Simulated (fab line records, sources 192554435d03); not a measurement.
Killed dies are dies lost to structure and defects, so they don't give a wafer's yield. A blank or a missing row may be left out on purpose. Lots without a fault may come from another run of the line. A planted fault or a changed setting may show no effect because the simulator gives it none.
Which tool did it? | flow n5_finfet | 8 lots, 23 wafers sampled, at 8 steps of a route of 1938

WHAT THE GAUGES READ, wafer by wafer
N5_BEOL_M13_THK_MEAS_01.
lot  | measured     | on            | M13_ILD_THK (nm)
L439 | day 12 05:06 | film_metro-01 | 839 837 853
L442 | day 12 12:05 | film_metro-02 | 834 852 841
L440 | day 12 13:41 | film_metro-01 | 830 845 830
L449 | day 14 03:56 | film_metro-01 | 823 822 828
L454 | day 14 23:26 | film_metro-01 | 1289 846
L451 | day 15 19:20 | film_metro-02 | 1289 832 845
L461 | day 18 03:52 | film_metro-01 | 833 838 838
L460 | day 18 04:12 | film_metro-01 | 835 859 847

N5_BEOL_M13_INSPECT_12: inspects for defects (macro).
lot  | measured     | on                | raw_defect_count
L439 | day 12 05:35 | defect_inspect-01 | 4 0 2
L442 | day 12 12:27 | defect_inspect-01 | 2 1 1
L440 | day 12 14:10 | defect_inspect-01 | 2 3 1
L449 | day 14 04:18 | defect_inspect-02 | 4 5 4
L454 | day 14 23:55 | defect_inspect-01 | 3 2
L451 | day 15 19:42 | defect_inspect-02 | 2 4 2
L461 | day 18 04:21 | defect_inspect-01 | 0 2 4
L460 | day 18 04:41 | defect_inspect-01 | 1 1 1

N5_BEOL_M13_CD_MEAS_17: target cd 190 nm.
lot  | measured     | on        | cd_nm (nm)
L439 | day 12 06:09 | cd_sem-03 | 190.5 193.8 188.9
L442 | day 12 13:01 | cd_sem-01 | 194.1 189.8 192.0
L440 | day 12 14:44 | cd_sem-02 | 189.5 191.0 188.0
L449 | day 14 04:52 | cd_sem-02 | 191.0 190.0 191.7
L454 | day 15 00:29 | cd_sem-02 | 195.7 191.3
L451 | day 15 20:16 | cd_sem-01 | 195.7 187.5 192.1
L461 | day 18 04:55 | cd_sem-02 | 191.9 188.7 192.3
L460 | day 18 05:15 | cd_sem-02 | 189.1 188.9 189.3

WHICH TOOL RAN EACH LOT (tool, then ch and the chambers of the sampled wafers, then the start)
lot  | N5_BEOL_M12_VIA_ETCH_16            | N5_BEOL_M12_STRIP_37                 | N5_BEOL_M13_ILD_DEP_00          | N5_BEOL_M13_STRIP_63                 | N5_BEOL_M13_STRIP_64
L439 | rie_diel-04 ch 0,1,3, day 11 23:26 | plasma_asher-01 ch 0,1, day 12 00:56 | pecvd-03 ch 0,2, day 12 04:57   | plasma_asher-02 ch 0,1, day 12 05:56 | plasma_asher-02 ch 0,1, day 12 06:00
L442 | rie_diel-03 ch 2,3, day 12 06:45   | plasma_asher-01 ch 0,1, day 12 08:17 | pecvd-03 ch 1,2, day 12 11:56   | plasma_asher-01 ch 0,1, day 12 12:49 | plasma_asher-01 ch 0,1, day 12 12:53
L440 | rie_diel-01 ch 0,3, day 12 07:11   | plasma_asher-01 ch 0,1, day 12 08:48 | pecvd-04 ch 0,1, day 12 13:32   | plasma_asher-01 ch 0,1, day 12 14:32 | plasma_asher-01 ch 0,1, day 12 14:36
L449 | rie_diel-04 ch 1,3, day 13 22:46   | plasma_asher-02 ch 0,1, day 14 00:26 | pecvd-03 ch 1,2, day 14 03:47   | plasma_asher-01 ch 0,1, day 14 04:40 | plasma_asher-01 ch 0,1, day 14 04:43
L454 | rie_diel-01 ch 1,3, day 14 20:04   | plasma_asher-02 ch 0,1, day 14 21:34 | pecvd-03 ch 0,1, day 14 23:17   | plasma_asher-01 ch 0,1, day 15 00:17 | plasma_asher-01 ch 0,1, day 15 00:20
L451 | rie_diel-03 ch 0,1,2, day 15 14:50 | plasma_asher-02 ch 0,1, day 15 16:12 | pecvd-03 ch 0,1,2, day 15 19:11 | plasma_asher-02 ch 0,1, day 15 20:03 | plasma_asher-02 ch 0,1, day 15 20:07
L461 | rie_diel-04 ch 0,1,2, day 17 20:37 | plasma_asher-02 ch 0, day 17 22:08   | pecvd-01 ch 0,1, day 18 03:43   | plasma_asher-02 ch 0,1, day 18 04:42 | plasma_asher-02 ch 0,1, day 18 04:46
L460 | rie_diel-01 ch 0,1, day 18 00:19   | plasma_asher-02 ch 0,1, day 18 02:10 | pecvd-04 ch 0,2, day 18 03:59   | plasma_asher-02 ch 0,1, day 18 05:02 | plasma_asher-02 ch 0,1, day 18 05:06
- N5_BEOL_M12_VIA_ETCH_16: etches SiOC in C4F8/O2/Ar, target depth 724.8 nm.
- N5_BEOL_M12_STRIP_37: strips in N2/H2.
- N5_BEOL_M13_ILD_DEP_00: deposits SiOC from DEMS/O2, target thk 837.92 nm, time 166.4 s.
- N5_BEOL_M13_STRIP_63: strips in N2/H2.
- N5_BEOL_M13_STRIP_64: strips in N2/H2.

WHAT THE TOOLS THEMSELVES READ (means of the sampled wafers that have a number; where no wafer has one, the mark that the record gives instead)
N5_BEOL_M12_VIA_ETCH_16.
lot  | tool        | drypump_motor_current_A (A) | mfc_ar_sccm (sccm) | oes_product_au (a.u.) | rf_vpp_V (V) | showerhead_plenum_p_Torr (Torr) | throttle_valve_pct (%)
L439 | rie_diel-04 | 5.5                         | 398.5              | 0.64                  | 664          | 3.34                            | 24.15
L442 | rie_diel-03 | 5.2                         | 401.3              | 0.75                  | 668          | 3.49                            | 24.19
L440 | rie_diel-01 | 5.3                         | 400.1              | 0.66                  | 667          | 3.42                            | 24.08
L449 | rie_diel-04 | 5.7                         | 399.8              | 0.62                  | 662          | 3.29                            | 24.21
L454 | rie_diel-01 | 5.5                         | 398.4              | 0.78                  | 667          | 3.44                            | 23.84
L451 | rie_diel-03 | 5.6                         | 400.6              | 0.78                  | 668          | 3.53                            | 24.15
L461 | rie_diel-04 | 5.6                         | 399.9              | 0.79                  | 666          | 3.44                            | 23.86
L460 | rie_diel-01 | 5.5                         | 398.9              | 0.80                  | 670          | 3.56                            | 23.84

N5_BEOL_M12_STRIP_37.
lot  | tool            | drypump_motor_current_A (A) | heater_power_w (W) | oes_product_au (a.u.)
L439 | plasma_asher-01 | 6.2                         | 321                | 0.792
L442 | plasma_asher-01 | 6.2                         | 317                | 0.796
L440 | plasma_asher-01 | 6.2                         | 321                | 0.798
L449 | plasma_asher-02 | 6.0                         | 361                | 0.788
L454 | plasma_asher-02 | 6.2                         | 360                | 0.796
L451 | plasma_asher-02 | 6.4                         | 364                | 0.786
L461 | plasma_asher-02 | 5.7                         | 365                | 0.788
L460 | plasma_asher-02 | 6.3                         | 367                | 0.793

N5_BEOL_M13_ILD_DEP_00.
lot  | tool     | heater_power_w (W) | run_length_s (s) | showerhead_plenum_p_Torr (Torr) | throttle_valve_pct (%)
L439 | pecvd-03 | 481                | 211.4            | 5.689                           | 11.7
L442 | pecvd-03 | 522                | 211.0            | 5.711                           | 12.3
L440 | pecvd-04 | 495                | 210.8            | 5.662                           | 12.1
L449 | pecvd-03 | 558                | 211.1            | 5.696                           | 12.5
L454 | pecvd-03 | 488                | 256.6            | 5.684                           | 12.6
L451 | pecvd-03 | 498                | 241.5            | 5.696                           | 12.3
L461 | pecvd-01 | 486                | 211.1            | 5.693                           | 12.3
L460 | pecvd-04 | 484                | 210.9            | 5.690                           | 12.3

N5_BEOL_M13_STRIP_63.
lot  | tool            | drypump_motor_current_A (A) | heater_power_w (W) | oes_product_au (a.u.) | strip_time_to_endpoint_s (s)
L439 | plasma_asher-02 | 6.0                         | 361                | 0.676                 | 28.1
L442 | plasma_asher-01 | 6.2                         | 325                | 0.667                 | 27.4
L440 | plasma_asher-01 | 6.2                         | 324                | 0.674                 | 28.6
L449 | plasma_asher-01 | 6.2                         | 324                | 0.674                 | 29.2
L454 | plasma_asher-01 | 5.9                         | 320                | 0.450                 | 13.3
L451 | plasma_asher-02 | 6.0                         | 364                | 0.527                 | 18.8
L461 | plasma_asher-02 | 6.4                         | 358                | 0.672                 | 28.2
L460 | plasma_asher-02 | 6.0                         | 363                | 0.675                 | 26.6

N5_BEOL_M13_STRIP_64.
lot  | tool            | drypump_motor_current_A (A) | heater_power_w (W) | oes_product_au (a.u.) | strip_time_to_endpoint_s (s)
L439 | plasma_asher-02 | 6.0                         | 368                | 0.717                 | 31.25
L442 | plasma_asher-01 | 6.2                         | 320                | 0.712                 | 31.27
L440 | plasma_asher-01 | 6.2                         | 319                | 0.716                 | 31.40
L449 | plasma_asher-01 | 6.2                         | 329                | 0.714                 | 31.23
L454 | plasma_asher-01 | 5.9                         | 324                | 0.676                 | 22.86
L451 | plasma_asher-02 | 6.0                         | 364                | 0.681                 | 25.24
L461 | plasma_asher-02 | 6.4                         | 361                | 0.710                 | 31.39
L460 | plasma_asher-02 | 6.0                         | 364                | 0.715                 | 31.35

THE ANSWER, worked out from the rows above alone
Rule: what is usual is taken from the lots themselves. Put in order of their means at a reading, lots are off if they are a third of the lots or fewer, leave a main group of 4 or more, and stand apart from it by a gap of 3 or more times the standard deviation of the main group's means; of several such gaps the widest counts. A main group whose means are all the same, to the digits that the tables above print for the reading, isn't used. A lot without any number at a reading at which 4 lots or more have one is off too. The other lots that the step has rows for count as sound. The gauges are gone through in route order, then the tools' own readings, and for those a lot's mean is taken as printed above. The first step at which some lot is off is used, and at that step the reading that is off furthest; a lot without a number counts as furthest.
Off: L454, L451, at N5_BEOL_M13_THK_MEAS_01 (M13_ILD_THK). The main group: mean 838 nm, standard deviation 7.3.
A tool fits if, at a process step before that reading, it ran every lot that is off, and no sound lot after the first of them. The gauges at N5_BEOL_M13_THK_MEAS_01 aren't tried: what is off there is off at N5_BEOL_M13_ILD_DEP_00 too, on other tools, and a gauge's error can't cause that. One fits: pecvd-03 at N5_BEOL_M13_ILD_DEP_00. Its last sound lot is L449 (day 14 03:47), its first lot that is off L454 (day 14 23:17): a fault that began between those two fits.
The tool's own readings at N5_BEOL_M13_ILD_DEP_00 bear it out: on the lots that are off they differ by more than 5 times the standard deviation of the sound lots' means. run_length_s reads 249.1 s there against 211.1 s on the sound lots.

WHAT THE SIMULATOR HAD PUT IN
Process parameter drift: pecvd-03, from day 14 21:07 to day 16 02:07, at N5_BEOL_M13_ILD_DEP_00. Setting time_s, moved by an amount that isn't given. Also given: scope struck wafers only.
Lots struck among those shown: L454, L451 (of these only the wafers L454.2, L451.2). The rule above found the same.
